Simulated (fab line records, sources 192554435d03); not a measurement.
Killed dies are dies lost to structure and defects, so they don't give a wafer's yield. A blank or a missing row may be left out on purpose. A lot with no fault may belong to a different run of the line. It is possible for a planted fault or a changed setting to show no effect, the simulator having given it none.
fab line records -- flow n5-finfet
record lots=9, wafers=27, last-day=20
route steps=1938 shown BEOL_M2@881 BEOL_M4@1111 PASSIVATION@1936
lots that met no fault: from a run of the same line without faults
start-h: hours from the record's first day to the start of the lot's first wafer shown -- wait-h: time in hours since the lot's previous step -- " as in the row above -- L1.1+2: a single row standing in for several wafers -- - value missing, or start not given -- * or withheld: withheld -- < > ~ a bound
route shown NAME@n: a module of which the file shows steps, and the number in the route of the first -- usual: mean/standard deviation of fault-free wafers -- same: alike in all rows -- chamber/n: place in a boat -- sites: the reading at each site -- _std_site: standard deviation of those values -- _edge_site: the outer-site mean with the inner-site mean subtracted -- radius-mm: how far each site lies from the wafer's centre -- mask NAME#n: copy n -- behind: tool/chamber where the wafer was last shaped -- hold: cause of the lot's hold/its duration in hours/its outcome -- device: the transistor (n, p or np) that didn't switch -- end of line: tests run on the same wafers once the route is complete -- a step with no rows: only its recipe -- killed: at the first sort, the dies lost to defects and structure; wafer yield is something else -- map: the dies of a wafer, with x for killed, . for not killed, _ for no die there
set.NAME: the setting as run; set.NAME@STEP: as run at that earlier step -- model.NAME: the simulator's own value behind a step, which no gauge read
route steps across a sampled set of lots; one table per step, one row per wafer
services: when a tool's chamber went out of use (start-h, in hours from the record's first day, below 0 if earlier), for how many hours, and the reason
## steps
# step N5_BEOL_M2_ETCH_69
# recipe chemistry=CF4, target=SiARC, target-depth-a=156, mask-material=CAR-EUV, time-s=26, ion-energy-ev=80, pressure-mtorr=40, source-w=545, bias-w=36, Ar_flow_sccm=100, cf4-flow-sccm=100, ends=cleared
# usual drypump-motor-current-A=5.7/0.41, etch-rf-on-time-s=25.9/0.4, oes-product-au=0.68/0.088, rf-vpp-V=183.7/1.1, showerhead-plenum-p-Torr=2.12/0.065, throttle-valve-pct=15.71/0.27
lot.wafer,tool,chamber,start-h,wait-h,drypump-motor-current-A,etch-rf-on-time-s,oes-product-au,rf-hours-counter-h,rf-vpp-V,showerhead-plenum-p-Torr,throttle-valve-pct
L756.2,rie-diel-03,0,152.79,0.0,5.7,26.3,0.64,158,183.0,2.05,15.84
L756.3,rie-diel-03,2,152.79,0.0,5.8,25.4,0.81,16,186.6,2.28,15.44
L756.5,rie-diel-03,2,152.79,0.0,5.8,25.4,0.81,-,185.5,2.28,15.42
L762.2,rie-diel-05,2,195.25,0.0,6.2,26.0,0.62,188,185.5,2.13,15.76
L762.4,rie-diel-05,0,195.25,0.0,6.5,25.7,0.79,16,182.2,2.10,15.04
L762.5,rie-diel-05,0,195.25,0.0,6.4,25.5,0.79,-,182.6,2.10,15.08
L765.2,rie-diel-03,2,210.72,0.0,5.8,25.5,0.77,38,186.0,2.27,15.47
L765.3,rie-diel-03,3,210.72,0.0,5.3,26.3,0.59,222,183.0,2.12,15.66
L765.5,rie-diel-03,0,210.72,0.0,5.7,26.5,0.63,-,183.6,2.05,15.87
L767.3,rie-diel-06,3,229.94,0.0,4.9,25.3,0.86,2,183.1,2.11,15.68
L767.4,rie-diel-06,2,229.94,0.0,5.5,26.3,0.67,117,184.5,2.15,15.47
L767.6,rie-diel-06,0,229.94,0.0,5.7,25.7,0.80,-,183.4,2.11,15.48
L768.4,rie-diel-06,3,237.12,0.0,4.9,25.8,0.83,6,183.8,2.11,15.68
L768.5,rie-diel-06,2,237.12,0.0,5.5,26.5,0.67,-,184.0,2.15,15.49
L768.6,rie-diel-06,1,237.12,0.0,5.8,26.4,0.63,-,182.4,2.05,15.83
L774.1,rie-diel-05,0,271.91,0.0,6.5,25.7,0.76,34,184.6,2.09,15.10
L774.2,rie-diel-05,3,271.91,0.0,5.4,25.9,0.59,234,183.7,2.11,16.12
L774.4,rie-diel-05,2,271.91,0.0,6.2,26.2,0.61,-,183.2,2.12,15.81
L775.3,rie-diel-03,1,273.47,0.0,5.5,25.3,0.80,21,183.4,2.09,15.62
L775.4,rie-diel-03,2,273.47,0.0,5.8,25.5,0.73,-,185.5,2.26,15.52
L775.6,rie-diel-03,0,273.47,0.0,5.7,26.5,0.61,-,182.1,2.04,15.94
L776.2,rie-diel-06,0,273.80,0.0,5.7,25.1,0.77,31,184.4,2.10,15.54
L776.4,rie-diel-06,1,273.80,0.0,5.8,26.0,0.62,180,182.4,2.05,15.86
L776.6,rie-diel-06,2,273.80,0.0,5.6,26.2,0.65,-,183.1,2.14,15.50
L777.1,rie-diel-03,2,282.32,0.0,5.8,25.4,0.73,73,184.7,2.26,15.53
L777.2,rie-diel-03,1,282.32,0.0,5.4,25.4,0.79,26,183.1,2.09,15.62
L777.6,rie-diel-03,2,282.32,0.0,5.8,25.4,0.72,-,184.8,2.26,15.53
# step N5_BEOL_M2_ETCH_70
# recipe chemistry=N2/H2, target=SOC, target-depth-a=800, overetch-a=240, mask-material=SiARC, temp-c=40, time-s=130, ion-energy-ev=200, pressure-mtorr=30, source-w=840, bias-w=150, n2-flow-sccm=200, h2-flow-sccm=200
# usual drypump-motor-current-A=5.7/0.44, oes-product-au=0.58/0.067, rf-vpp-V=523.0/2.3, showerhead-plenum-p-Torr=2.51/0.078, throttle-valve-pct=17.94/0.28
lot.wafer,tool,chamber,start-h,wait-h,drypump-motor-current-A,oes-product-au,rf-hours-counter-h,rf-vpp-V,showerhead-plenum-p-Torr,throttle-valve-pct
L756.2,rie-diel-03,3,173.20,0.0,5.3,0.52,206,524.3,2.52,17.78
L756.3,rie-diel-03,1,173.20,0.0,5.5,0.51,236,523.1,2.50,18.30
L756.5,rie-diel-03,2,173.20,0.0,5.8,0.68,-,528.4,2.71,17.72
L762.2,rie-diel-05,1,203.74,0.0,6.5,0.52,224,520.2,2.42,18.15
L762.4,rie-diel-05,0,203.74,0.0,6.5,0.67,19,522.0,2.49,17.34
L762.5,rie-diel-05,1,203.74,0.0,6.5,0.52,-,519.5,2.42,18.15
L765.2,rie-diel-05,0,222.62,0.0,6.5,0.66,27,521.5,2.49,17.35
L765.3,rie-diel-05,1,222.62,0.0,6.5,0.52,230,521.1,2.41,18.16
L765.5,rie-diel-05,3,222.62,0.0,5.4,0.51,-,523.7,2.50,18.33
L767.3,rie-diel-06,2,242.16,0.0,5.6,0.57,123,524.2,2.56,17.81
L767.4,rie-diel-06,1,242.16,0.0,5.8,0.55,166,519.5,2.43,18.01
L767.6,rie-diel-06,0,242.16,0.0,5.7,0.67,-,524.1,2.49,17.72
L768.4,rie-diel-03,0,242.59,0.0,5.7,0.54,194,519.5,2.43,18.18
L768.5,rie-diel-03,0,242.59,0.0,5.7,0.53,-,520.5,2.43,18.20
L768.6,rie-diel-03,3,242.59,0.0,5.3,0.51,-,522.3,2.51,17.84
L774.1,rie-diel-05,1,289.00,0.0,6.5,0.51,245,518.5,2.41,18.18
L774.2,rie-diel-05,3,289.00,0.0,5.4,0.50,240,523.1,2.50,18.36
L774.4,rie-diel-05,2,289.00,0.0,6.3,0.52,214,523.4,2.52,18.02
L775.3,rie-diel-05,3,289.49,0.0,5.4,0.50,240,522.1,2.50,18.34
L775.4,rie-diel-05,2,289.49,0.0,6.3,0.53,214,523.2,2.52,18.05
L775.6,rie-diel-05,0,289.49,0.0,6.5,0.65,-,521.4,2.48,17.37
L776.2,rie-diel-06,2,303.28,0.0,5.5,0.56,145,525.2,2.55,17.84
L776.4,rie-diel-06,0,303.28,0.0,5.7,0.64,-,520.7,2.48,17.73
L776.6,rie-diel-06,3,303.28,0.0,4.9,0.67,-,522.2,2.49,18.02
L777.1,rie-diel-06,0,307.97,0.0,5.7,0.64,42,523.6,2.48,17.76
L777.2,rie-diel-06,3,307.97,0.0,4.9,0.67,33,523.6,2.48,18.03
L777.6,rie-diel-06,2,307.97,0.0,5.5,0.56,-,524.3,2.55,17.84
# step N5_BEOL_M2_STRIP_36
# recipe chemistry=N2/H2, power-w=450, temp-c=40, pressure-mtorr=20, rf-frequency-hz=6e+07, overash-fraction=0.3, bias-power-w=7, h2-frac=0.5, n2-flow-sccm=200, h2-flow-sccm=200
# usual bias-power-w=6.997/0.024, chamber-pressure-mTorr=20.00/0.032, drypump-motor-current-A=5.7/0.44, oes-product-au=0.79/0.096, power-w=450.2/1.4, rf-vpp-V=59.1/1.4, showerhead-plenum-p-Torr=2.50/0.078, throttle-valve-pct=23.83/0.3
lot.wafer,tool,chamber,start-h,wait-h,bias-power-w,chamber-pressure-mTorr,drypump-motor-current-A,oes-product-au,power-w,rf-hours-counter-h,rf-vpp-V,showerhead-plenum-p-Torr,throttle-valve-pct
L756.2,rie-diel-03,3,173.37,0.0,7.027,20.01,5.3,0.71,448.9,206,61.8,2.51,23.56
L756.3,rie-diel-03,1,173.37,0.0,6.982,19.98,5.5,0.68,449.5,236,59.3,2.50,24.16
L756.5,rie-diel-03,2,173.37,0.0,7.014,20.03,5.8,0.93,451.7,-,58.5,2.70,23.65
L762.2,rie-diel-05,1,203.90,0.0,6.988,19.96,6.5,0.71,449.2,224,58.4,2.41,24.03
L762.4,rie-diel-05,0,203.90,0.0,6.983,19.97,6.5,0.92,451.0,19,60.2,2.49,23.20
L762.5,rie-diel-05,1,203.90,0.0,7.015,20.01,6.5,0.71,449.6,-,58.3,2.41,24.06
L765.2,rie-diel-05,0,222.78,0.0,-,-,-,-,-,-,-,-,-
L765.3,rie-diel-05,1,222.78,0.0,-,-,-,-,-,-,-,-,-
L765.5,rie-diel-05,3,222.78,0.0,-,-,-,-,-,-,-,-,-
L767.3,rie-diel-06,2,242.32,0.0,-,-,-,-,-,-,-,-,-
L767.4,rie-diel-06,1,242.32,0.0,-,-,-,-,-,-,-,-,-
L767.6,rie-diel-06,0,242.32,0.0,-,-,-,-,-,-,-,-,-
L768.4,rie-diel-03,0,242.76,0.0,-,-,-,-,-,-,-,-,-
L768.5,rie-diel-03,0,242.76,0.0,-,-,-,-,-,-,-,-,-
L768.6,rie-diel-03,3,242.76,0.0,-,-,-,-,-,-,-,-,-
L774.1,rie-diel-05,1,289.17,0.0,6.971,19.97,6.5,0.69,450.4,245,57.6,2.40,24.07
L774.2,rie-diel-05,3,289.17,0.0,7.032,20.00,5.4,0.68,449.4,240,60.8,2.49,24.27
L774.4,rie-diel-05,2,289.17,0.0,6.954,19.96,6.3,0.72,451.6,214,60.8,2.51,23.87
L775.3,rie-diel-05,3,289.66,0.0,7.039,19.97,5.4,0.68,450.8,240,59.9,2.49,24.26
L775.4,rie-diel-05,2,289.66,0.0,7.019,19.99,6.3,0.71,449.1,214,60.9,2.51,23.89
L775.6,rie-diel-05,0,289.66,0.0,6.975,20.02,6.5,0.89,449.0,-,57.8,2.48,23.24
L776.2,rie-diel-06,2,303.45,0.0,7.021,19.99,5.5,0.77,453.7,145,57.5,2.55,23.81
L776.4,rie-diel-06,0,303.45,0.0,6.973,20.00,5.7,0.87,450.0,-,58.9,2.48,23.60
L776.6,rie-diel-06,3,303.45,0.0,6.975,20.01,4.9,0.93,449.7,-,57.7,2.48,24.00
L777.1,rie-diel-06,0,308.13,0.0,6.961,20.00,5.7,0.87,452.1,42,59.3,2.48,23.59
L777.2,rie-diel-06,3,308.13,0.0,6.980,19.94,4.9,0.93,450.6,33,59.8,2.48,24.01
L777.6,rie-diel-06,2,308.13,0.0,6.978,19.99,5.5,0.76,449.6,-,59.3,2.55,23.84
# step N5_BEOL_M2_PRE_CLEAN_45
# recipe gas=H2/He, time-s=30, temp-c=250
# usual heater-power-w=325/44
lot.wafer,tool,chamber,start-h,wait-h,heater-power-w
L756.2,pvd-sputter-02,-,174.16,0.0,293
L756.3,pvd-sputter-02,-,174.16,0.0,339
L756.5,pvd-sputter-02,-,174.16,0.0,299
L762.2,pvd-sputter-02,-,204.67,0.0,294
L762.4,pvd-sputter-02,-,204.67,0.0,274
L762.5,pvd-sputter-02,-,204.67,0.0,326
L765.2,pvd-sputter-02,-,223.75,0.0,344
L765.3,pvd-sputter-02,-,223.75,0.0,286
L765.5,pvd-sputter-02,-,223.75,0.0,301
L767.3,pvd-sputter-02,-,242.75,0.0,294
L767.4,pvd-sputter-02,-,242.75,0.0,327
L767.6,pvd-sputter-02,-,242.75,0.0,299
L768.4,pvd-sputter-01,-,243.20,0.0,368
L768.5,pvd-sputter-01,-,243.20,0.0,429
L768.6,pvd-sputter-01,-,243.20,0.0,310
L774.1,pvd-sputter-02,-,289.66,0.0,294
L774.2,pvd-sputter-02,-,289.66,0.0,341
L774.4,pvd-sputter-02,-,289.66,0.0,320
L775.3,pvd-sputter-01,-,290.37,0.0,332
L775.4,pvd-sputter-01,-,290.37,0.0,354
L775.6,pvd-sputter-01,-,290.37,0.0,434
L776.2,pvd-sputter-02,-,304.09,0.0,335
L776.4,pvd-sputter-02,-,304.09,0.0,272
L776.6,pvd-sputter-02,-,304.09,0.0,342
L777.1,pvd-sputter-02,-,308.95,0.0,271
L777.2,pvd-sputter-02,-,308.95,0.0,340
L777.6,pvd-sputter-02,-,308.95,0.0,344
# step N5_BEOL_M4_RC_MEAS_101
# usual DIBL_N=35.9/1.2, DIBL_P=35.9/1.4, IOFF_N=0.149/0.02, IOFF_P=0.205/0.022, ION_N=671/8.8, ION_P=461/5.9, SS_N=71.4/0.51, SS_P=73.2/0.56, VT_N=250.6/2.5, VT_P=-250.1/2.3
lot.wafer,tool,chamber,start-h,wait-h,DIBL_N[mV/V],DIBL_P[mV/V],IOFF_N[nA/um],IOFF_P[nA/um],ION_N[uA/um],ION_P[uA/um],SS_N[mV/dec],SS_P[mV/dec],VT_N[mV],VT_P[mV]
L756.2,prober-01,0,214.70,0.2,35.4,34.4,0.140,0.211,667,460,71.2,73.0,250.7,-247.5
L756.3,prober-01,0,214.70,0.2,33.3,32.3,0.110,0.177,657,453,70.9,72.9,254.6,-249.7
L756.5,prober-01,0,214.70,0.2,34.8,34.4,0.138,0.211,667,460,70.9,72.8,249.5,-247.5
L762.2,prober-02,0,267.71,0.2,34.4,35.5,0.147,0.193,679,461,71.5,72.5,254.3,-250.5
L762.4,prober-02,0,267.71,0.2,34.5,35.3,0.139,0.184,665,457,71.4,72.9,253.7,-250.7
L762.5,prober-02,0,267.71,0.2,35.1,35.6,0.145,0.199,662,458,71.7,72.9,252.4,-251.1
L776.2,prober-01,0,323.70,0.2,34.6,33.9,0.118,0.166,658,451,71.4,72.5,255.1,-253.8
L776.4,prober-01,0,323.70,0.2,37.2,36.8,0.165,0.211,676,461,71.7,73.7,248.7,-246.3
L776.6,prober-01,0,323.70,0.2,34.8,34.6,0.129,0.175,665,456,71.1,72.6,254.3,-252.8
L774.1,prober-02,0,330.64,0.0,37.6,38.1,0.177,0.246,681,469,72.0,74.1,250.7,-247.8
L774.2,prober-02,0,330.64,0.0,36.4,35.8,0.153,0.205,682,470,71.1,73.5,251.7,-250.6
L774.4,prober-02,0,330.64,0.0,37.9,37.0,0.177,0.225,677,460,71.4,74.0,248.0,-248.2
L775.3,prober-02,0,340.11,0.3,35.6,35.4,0.138,0.189,679,462,71.5,73.1,250.3,-253.0
L775.4,prober-02,0,340.11,0.3,36.9,37.1,0.156,0.223,673,460,71.5,73.9,247.9,-248.4
L775.6,prober-02,0,340.11,0.3,36.2,35.8,0.145,0.202,665,456,71.6,72.9,247.4,-251.8
L777.1,prober-02,0,360.66,0.0,37.5,35.7,0.171,0.244,680,473,71.2,74.4,247.1,-247.2
L777.2,prober-02,0,360.66,0.0,36.5,34.1,0.145,0.216,664,461,71.5,74.0,249.7,-248.4
L777.6,prober-02,0,360.66,0.0,36.1,34.7,0.144,0.222,673,470,71.0,73.2,249.8,-246.4
# step N5_PASSIVATION_PROBE_49
# usual defect-limited-yield=91.1/1.4, killed_at_M0_to_M3=34/10, killed_at_M4_up=14/5.5, killed-at-contacts=12/5.1, killed-at-front-end=41/12, killed-at-other=4/3.1, killed-dies=105/17, killed-on-rim=13/3.7, killed-open=70/13, killed-short=33/7.6, sort_bin_5_function=5.3/0.98, sort_bin_6_memory=3.3/0.67, sort-n-pass=1075/17, sort-yield-pct=91.1/1.4
# same gross-dies=1180, killed-at-back-side=0, sort_bin_4_leakage[%]=0, sort_bin_8_speed[%]=0
lot.wafer,tool,chamber,start-h,wait-h,defect-limited-yield[%],killed_at_M0_to_M3,killed_at_M4_up,killed-at-contacts,killed-at-front-end,killed-at-other,killed-dies,killed-on-rim,killed-open,killed-short,sort_bin_5_function[%],sort_bin_6_memory[%],sort-n-pass,sort-yield-pct[%]
L767.3,prober-01,-,394.23,0.1,0,1106,10,24,39,1,1180,152,48,40,96.6,3.1,0,0
L767.4,prober-01,-,394.28,0.2,0,1121,9,7,37,6,1180,152,44,34,97.2,2.5,0,0
L767.6,prober-01,-,394.38,0.3,0,1117,9,12,35,7,1180,152,63,35,97.1,2.7,0,0
L768.4,prober-01,-,400.83,0.2,0,1103,13,12,46,6,1180,152,69,37,96.0,3.7,0,0
L768.5,prober-01,-,400.88,0.2,0,1111,21,11,31,6,1180,152,64,29,96.8,3.1,0,0
L768.6,prober-01,-,400.93,0.3,0,1125,21,8,26,0,1180,152,53,28,97.0,3.0,0,0
L765.2,prober-02,-,407.97,0.1,0,1111,18,17,28,6,1180,152,77,25,96.8,3.1,0,0
L765.3,prober-02,-,408.02,0.1,0,1097,21,10,47,5,1180,152,76,44,95.5,4.1,0,0
L765.5,prober-02,-,408.12,0.2,0,1103,12,9,46,10,1180,152,92,28,96.0,3.7,0,0
L774.1,prober-02,-,437.63,0.0,90.3,33,12,23,44,3,115,21,79,35,6.4,3.1,1065,90.3
L774.2,prober-02,-,437.68,0.1,90.8,33,12,16,45,2,108,16,69,38,4.9,4.0,1072,90.8
L774.4,prober-02,-,437.78,0.2,92.0,32,11,13,32,6,94,11,60,33,4.3,3.0,1086,92.0
# killed by level:class
L767.3 BEOL_M2:area-etch=1092 MOL_CONTACT_COAG:geometric-particle:open=18 FIN_SAQP:geometric-particle:short=8 GATE_CUT:geometric-particle:short=7 FIN_SAQP:geometric-particle:open=6 MOL_CONTACT_COAG:geometric-particle:short=6 STI_FIN_REVEAL:geometric-particle:short=4 STI_FIN_REVEAL:geometric-particle:open=4
L767.4 BEOL_M2:area-etch=1102 FIN_SAQP:geometric-particle:short=10 BEOL_M0_SAQP:geometric-particle:short=9 MOL_CONTACT_COAG:geometric-particle:open=7 FIN_SAQP:geometric-particle:open=6 STI_FIN_REVEAL:geometric-particle:open=4 GATE_CUT:geometric-particle:short=4 GATE_CUT:geometric-particle:open=4
L767.6 BEOL_M2:area-etch=1082 BEOL_M2:geometric-particle:open=12 FIN_SAQP:geometric-particle:open=11 MOL_CONTACT_COAG:geometric-particle:open=9 STI_FIN_REVEAL:geometric-particle:open=6 BEOL_M0_SAQP:geometric-particle:short=6 FIN_SAQP:geometric-particle:short=5 STI_FIN_REVEAL:geometric-particle:short=5
L768.4 BEOL_M2:area-etch=1073 FIN_SAQP:geometric-particle:short=10 STI_FIN_REVEAL:geometric-particle:open=10 MOL_CONTACT_COAG:geometric-particle:open=9 BEOL_M3:geometric-particle:open=6 BEOL_M4:geometric-particle:open=6 FIN_SAQP:geometric-particle:open=5 GATE_CUT:geometric-particle:open=5
L768.5 BEOL_M2:area-etch=1083 MOL_CONTACT_COAG:geometric-particle:open=9 BEOL_M0_SAQP:geometric-particle:open=7 BEOL_M3:geometric-particle:open=6 BEOL_M4:geometric-particle:open=5 FIN_SAQP:geometric-particle:open=4 STI_FIN_REVEAL:geometric-particle:open=4 BEOL_M0_SAQP:geometric-particle:short=4
L768.6 BEOL_M2:area-etch=1098 BEOL_M0_SAQP:geometric-particle:open=7 BEOL_M5:geometric-particle:open=7 MOL_CONTACT_COAG:geometric-particle:open=6 BEOL_M0_SAQP:geometric-particle:short=6 BEOL_M3:geometric-particle:open=6 FIN_SAQP:geometric-particle:short=5 DUMMY_GATE:geometric-particle:open=5
L765.2 BEOL_M2:area-etch=1078 MOL_CONTACT_COAG:geometric-particle:open=15 BEOL_M2:geometric-particle:open=15 DUMMY_GATE:geometric-particle:open=8 BEOL_M4:geometric-particle:open=8 BEOL_M0:geometric-particle:open=5 FIN_SAQP:geometric-particle:open=4 FIN_SAQP:geometric-particle:short=4
L765.3 BEOL_M2:area-etch=1060 FIN_SAQP:geometric-particle:short=14 BEOL_M4:geometric-particle:open=13 BEOL_M3:geometric-particle:open=10 GATE_CUT:geometric-particle:short=9 MOL_CONTACT_COAG:geometric-particle:open=9 STI_FIN_REVEAL:geometric-particle:open=7 BEOL_M0_SAQP:geometric-particle:short=7
L765.5 BEOL_M2:area-etch=1060 STI_FIN_REVEAL:geometric-particle:open=15 BEOL_M2:geometric-particle:open=14 MOL_CONTACT_COAG:geometric-particle:open=9 BEOL_M4:geometric-particle:open=8 DUMMY_GATE:geometric-particle:open=7 BEOL_M0_SAQP:geometric-particle:short=7 BEOL_M0_SAQP:geometric-particle:open=7
L774.1 MOL_CONTACT_COAG:geometric-particle:open=20 FIN_SAQP:geometric-particle:open=14 BEOL_M0_SAQP:geometric-particle:short=12 BEOL_M2:geometric-particle:open=9 BEOL_M0_SAQP:geometric-particle:open=8 STI_FIN_REVEAL:geometric-particle:open=7 GATE_CUT:geometric-particle:short=5 FIN_SAQP:geometric-particle:short=4
L774.2 FIN_SAQP:geometric-particle:open=17 MOL_CONTACT_COAG:geometric-particle:open=12 BEOL_M2:geometric-particle:open=9 FIN_SAQP:geometric-particle:short=8 BEOL_M1:geometric-particle:open=6 BEOL_M0_SAQP:geometric-particle:short=5 STI_FIN_REVEAL:geometric-particle:open=4 MOL_CONTACT_COAG:geometric-particle:short=4
L774.4 FIN_SAQP:geometric-particle:open=9 MOL_CONTACT_COAG:geometric-particle:open=8 FIN_SAQP:geometric-particle:short=6 BEOL_M2:geometric-particle:open=6 BEOL_M1:geometric-particle:open=5 MOL_CONTACT_COAG:geometric-particle:short=5 BEOL_M0_SAQP:geometric-particle:open=5 DUMMY_GATE:geometric-particle:open=4
## services
tool,chamber,start-h,hours,kind
rie-diel-05,-,156.79,2.8,pm
rie-diel-03,2,170.07,2.4,repair
rie-diel-06,0,187.27,-,clean
rie-diel-06,0,187.27,-,consumable-replace:focus-ring
rie-diel-06,0,187.27,16.8,scheduled-down
rie-diel-06,0,187.27,16.8,vent-cycle
rie-diel-06,3,204.37,-,clean
rie-diel-06,3,204.37,-,consumable-replace:focus-ring
rie-diel-06,3,204.37,20.5,scheduled-down
rie-diel-06,3,204.37,20.5,vent-cycle
rie-diel-03,1,211.56,-,clean
rie-diel-03,1,211.56,-,consumable-replace:focus-ring
rie-diel-03,1,211.56,15.2,scheduled-down
rie-diel-03,1,211.56,15.2,vent-cycle
rie-diel-05,-,223.81,28.1,pm
rie-diel-05,1,267.39,5.0,repair
rie-diel-03,3,270.33,-,clean
rie-diel-05,1,299.46,2.0,repair
rie-diel-06,1,299.65,16.4,repair
rie-diel-05,1,303.94,-,clean
rie-diel-05,1,303.94,-,consumable-replace:focus-ring
rie-diel-05,1,303.94,-,consumable-replace:showerhead
rie-diel-05,1,303.94,18.2,scheduled-down
rie-diel-05,1,303.94,18.2,vent-cycle
## key
first-sign step=N5_BEOL_M2_STRIP_36, reading=tool-record, direction=missing
effect step=N5_PASSIVATION_PROBE_49, reading=killed_at_M0_to_M3, direction=up, sigmas=99+, usual=34, struck=1110
more-kills-born-at N5_BEOL_M2_ETCH_41@rie-diel-06=3276, N5_BEOL_M2_ETCH_41@rie-diel-03=3254, N5_BEOL_M2_ETCH_41@rie-diel-05=3198
met-at N5_BEOL_M2_STRIP_36
struck-lots L765,L767,L768
later-rows-left-out L765.2,L765.3,L765.5,L767.3,L767.4,L767.6,L768.4,L768.5,L768.6
not-acting-at N5_BEOL_M2_ETCH_69,N5_BEOL_M2_ETCH_70,N5_BEOL_M2_PRE_CLEAN_45
onset-between 203.90 222.78
fault kind=skipped-step-whole, tool=rie-diel-03,rie-diel-05,rie-diel-06, chamber=-, onset-h=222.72, steps=N5_BEOL_M2_STRIP_36, scope=struck-lots-only
# later-rows-left-out: the simulator's readings of these wafers behind a module that went badly wrong aren't trusted and aren't shown, but for the sort
